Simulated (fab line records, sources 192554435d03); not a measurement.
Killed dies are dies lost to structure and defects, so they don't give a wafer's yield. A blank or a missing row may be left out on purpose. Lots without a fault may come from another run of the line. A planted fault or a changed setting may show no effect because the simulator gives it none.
Split-lot experiment | flow n5_finfet | 7 lots, 21 wafers read, on a route of 1938 steps

THE SPLIT
At N5_BEOL_M2_ETCH_69 (etches SiARC in CF4, target depth 15.6 nm, time 26 s), the setting bias_w was moved away from the recipe's 36 W on 6 of the 21 wafers read, by -17.7% to +13.9%. The other wafers ran this setting at the recipe's value.

The reading is taken at the split's own step.

THE READING
rf_vpp_V, in V, at N5_BEOL_M2_ETCH_69 (etches SiARC in CF4, target depth 15.6 nm, time 26 s). Fault-free wafers of this fab line usually give 184.7 V, standard deviation 1.2 V.

wafer  | tool, chamber at the split | bias_w as run, W | against the recipe | rf_vpp_V, V | against lot-mates on the recipe
L075.1 | rie_diel-06, 0             | 39.9             | +10.8%             | 197.3       | +12.4
L075.2 | rie_diel-06, 3             | 36               | recipe             | 184.4       | -
L075.5 | rie_diel-06, 0             | 36               | recipe             | 185.3       | -
L078.1 | rie_diel-06, 0             | 36               | recipe             | 183.9       | -
L078.2 | rie_diel-06, 1             | 36               | recipe             | 185.7       | -
L078.5 | rie_diel-06, 0             | 36               | recipe             | 185.1       | -
L079.2 | rie_diel-05, 1             | 36               | recipe             | 185.3       | -
L079.3 | rie_diel-05, 2             | 40.99            | +13.9%             | 199.1       | +13.2
L079.4 | rie_diel-05, 0             | 36               | recipe             | 186.5       | -
L085.1 | rie_diel-06, 2             | 40.1             | +11.4%             | 194.9       | +9.2
L085.5 | rie_diel-06, 0             | 36               | recipe             | 185.9       | -
L085.6 | rie_diel-06, 3             | 36               | recipe             | 185.6       | -
L090.2 | rie_diel-05, 1             | 36               | recipe             | 185.4       | -
L090.5 | rie_diel-05, 2             | 32.23            | -10.5%             | 169.5       | -16.2
L090.6 | rie_diel-05, 1             | 36               | recipe             | 186.1       | -
L096.1 | rie_diel-06, 2             | 36               | recipe             | 184.7       | -
L096.4 | rie_diel-06, 0             | 36               | recipe             | 183.9       | -
L096.6 | rie_diel-06, 3             | 36               | recipe             | 185.5       | -
L097.1 | rie_diel-04, 0             | 29.62            | -17.7%             | 163.0       | -21.8
L097.2 | rie_diel-04, 1             | 29.62            | -17.7%             | 162.8       | -22.0
L097.4 | rie_diel-04, 3             | 36               | recipe             | 184.8       | -

THE FIT
A straight line over all 21 wafers: rf_vpp_V changes by +1.17 V for each +1% of bias_w; r = +0.99; the points scatter about the line by 1.4 V.
The same after taking each lot's own level away (the mean of its wafers on the recipe; 21 wafers): +1.16 V for each +1%; r = +0.99; scatter 1.5 V.
On that fit, the largest move of bias_w shifts the reading by 21 V.
The lots' own levels span 184.70 to 185.90 V, that is 1.0 times the standard deviation above.
So the lot-to-lot level changes the slope little: the two slopes agree.
Check: with one of the wafers moved furthest among these (-17.7%) left out of the fit, the line predicts -20.9 V for it against its lot-mates. It came out at -21.8 V against them.
Tool readings at the split's step, against how far the setting was moved: rf_vpp_V r = +0.99.

OTHER SPLITS ON THESE WAFERS
These wafers also went through other splits before the reading. Each is held against what the fit with the lots' levels taken away leaves over:
other split on the same wafers            | wafers away from the commonest value | r with rf_vpp_V (lot level and that fit taken away)
N5_BEOL_M0_SAQP_SPACER1_ALD_98 ald_cycles | 9                                    | +0.32
N5_BEOL_M0_SPUTTER_116 time_s             | 8                                    | +0.37
N5_BEOL_M1_COAT_05 spin_rpm               | 5                                    | -0.50
N5_BEOL_M1_ETCH_64 time_s                 | 6                                    | +0.33
N5_BEOL_M2_ILD_DEP_00 time_s              | 8                                    | -0.05
N5_BEOL_M2_COAT_62 spin_rpm               | 8                                    | +0.11

THE FILE'S OWN FIT
rf_vpp_V changes by +1.14 V for each +1% of bias_w, r = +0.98.
